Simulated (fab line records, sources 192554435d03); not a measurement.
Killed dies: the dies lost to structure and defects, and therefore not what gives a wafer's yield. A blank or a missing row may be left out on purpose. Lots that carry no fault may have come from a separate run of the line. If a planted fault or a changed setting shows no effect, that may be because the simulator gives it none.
Chamber matching || flow n5-finfet || ald-sin-04 running N5_DUMMY_GATE_ALD_02: 4 sister chambers
The step deposits SiO2, target thk 2 nm, pulse time 1 s. 16 wafers are shown with their chamber, then 8 later ones without.

EACH WAFER AND ITS CHAMBER
{"wafer": "L305.4", "chamber": 3, "heater-power-w (W)": 448, "precursor-pulse-height-rel": 1.031}
{"wafer": "L305.5", "chamber": 2, "heater-power-w (W)": 440, "precursor-pulse-height-rel": 0.975}
{"wafer": "L305.6", "chamber": 3, "heater-power-w (W)": 456, "precursor-pulse-height-rel": 1.025}
{"wafer": "L312.3", "chamber": 0, "heater-power-w (W)": 386, "precursor-pulse-height-rel": 1.002}
{"wafer": "L312.4", "chamber": 3, "heater-power-w (W)": 455, "precursor-pulse-height-rel": 1.044}
{"wafer": "L312.5", "chamber": 0, "heater-power-w (W)": 386, "precursor-pulse-height-rel": 0.970}
{"wafer": "L313.2", "chamber": 2, "heater-power-w (W)": 435, "precursor-pulse-height-rel": 0.990}
{"wafer": "L313.3", "chamber": 0, "heater-power-w (W)": 389, "precursor-pulse-height-rel": 1.006}
{"wafer": "L313.6", "chamber": 3, "heater-power-w (W)": 461, "precursor-pulse-height-rel": 1.012}
{"wafer": "L315.4", "chamber": 3, "heater-power-w (W)": 470, "precursor-pulse-height-rel": 0.988}
{"wafer": "L315.5", "chamber": 0, "heater-power-w (W)": 385, "precursor-pulse-height-rel": 1.036}
{"wafer": "L315.6", "chamber": 1, "heater-power-w (W)": 462, "precursor-pulse-height-rel": 1.033}
{"wafer": "L316.2", "chamber": 0, "heater-power-w (W)": 385, "precursor-pulse-height-rel": 0.999}
{"wafer": "L316.4", "chamber": 3, "heater-power-w (W)": 466, "precursor-pulse-height-rel": 1.011}
{"wafer": "L316.5", "chamber": 1, "heater-power-w (W)": 454, "precursor-pulse-height-rel": 0.996}
{"wafer": "L317.1", "chamber": 0, "heater-power-w (W)": 390, "precursor-pulse-height-rel": 0.994}

SIGNATURES (means of the wafers above)
{"reading": "heater-power-w", "chamber 0": 386.83, "chamber 1": 458.00, "chamber 2": 437.50, "chamber 3": 459.33, "scatter within a chamber": 5.68}
{"reading": "precursor-pulse-height-rel", "chamber 0": 1.00117, "chamber 1": 1.01450, "chamber 2": 0.98250, "chamber 3": 1.01850, "scatter within a chamber": 0.0203}
Rule: for each reading, subtract the chamber's mean from the wafer's reading, divide by that reading's scatter and square the result; add these up over the readings and take the root, which gives the wafer's distance from the chamber. If the next closest chamber is less than 2 further off than the closest, the wafer can't be placed; otherwise it belongs to the closest. The scatter: take each reading less its chamber's mean, square it, sum over the shown wafers, divide by the number of wafers less the number of chambers, and take the root.

WAFERS MISSING THEIR CHAMBER
{"wafer": "L317.2", "heater-power-w (W)": 432, "precursor-pulse-height-rel": 0.987}
{"wafer": "L317.6", "heater-power-w (W)": 400, "precursor-pulse-height-rel": 1.021}
{"wafer": "L326.1", "heater-power-w (W)": 373, "precursor-pulse-height-rel": 0.990}
{"wafer": "L326.4", "heater-power-w (W)": 469, "precursor-pulse-height-rel": 1.007}
{"wafer": "L326.5", "heater-power-w (W)": 385, "precursor-pulse-height-rel": 0.993}
{"wafer": "L328.2", "heater-power-w (W)": 474, "precursor-pulse-height-rel": 0.988}
{"wafer": "L328.3", "heater-power-w (W)": 386, "precursor-pulse-height-rel": 1.012}
{"wafer": "L328.6", "heater-power-w (W)": 381, "precursor-pulse-height-rel": 0.985}

THE CHAMBER EACH PASSED THROUGH
{"wafer": "L317.2", "from the rows above": 2, "in truth": 2}
{"wafer": "L317.6", "from the rows above": 0, "in truth": 0}
{"wafer": "L326.1", "from the rows above": 0, "in truth": 0}
{"wafer": "L326.4", "from the rows above": "can't be placed: 3 or 1", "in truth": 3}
{"wafer": "L326.5", "from the rows above": 0, "in truth": 0}
{"wafer": "L328.2", "from the rows above": "can't be placed: 3 or 1", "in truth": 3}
{"wafer": "L328.3", "from the rows above": 0, "in truth": 0}
{"wafer": "L328.6", "from the rows above": 0, "in truth": 0}
Placed correctly: 6 of 8. Can't be placed from these rows: 2 (the true chamber is among the candidates in 2). Number placed wrongly: 0.
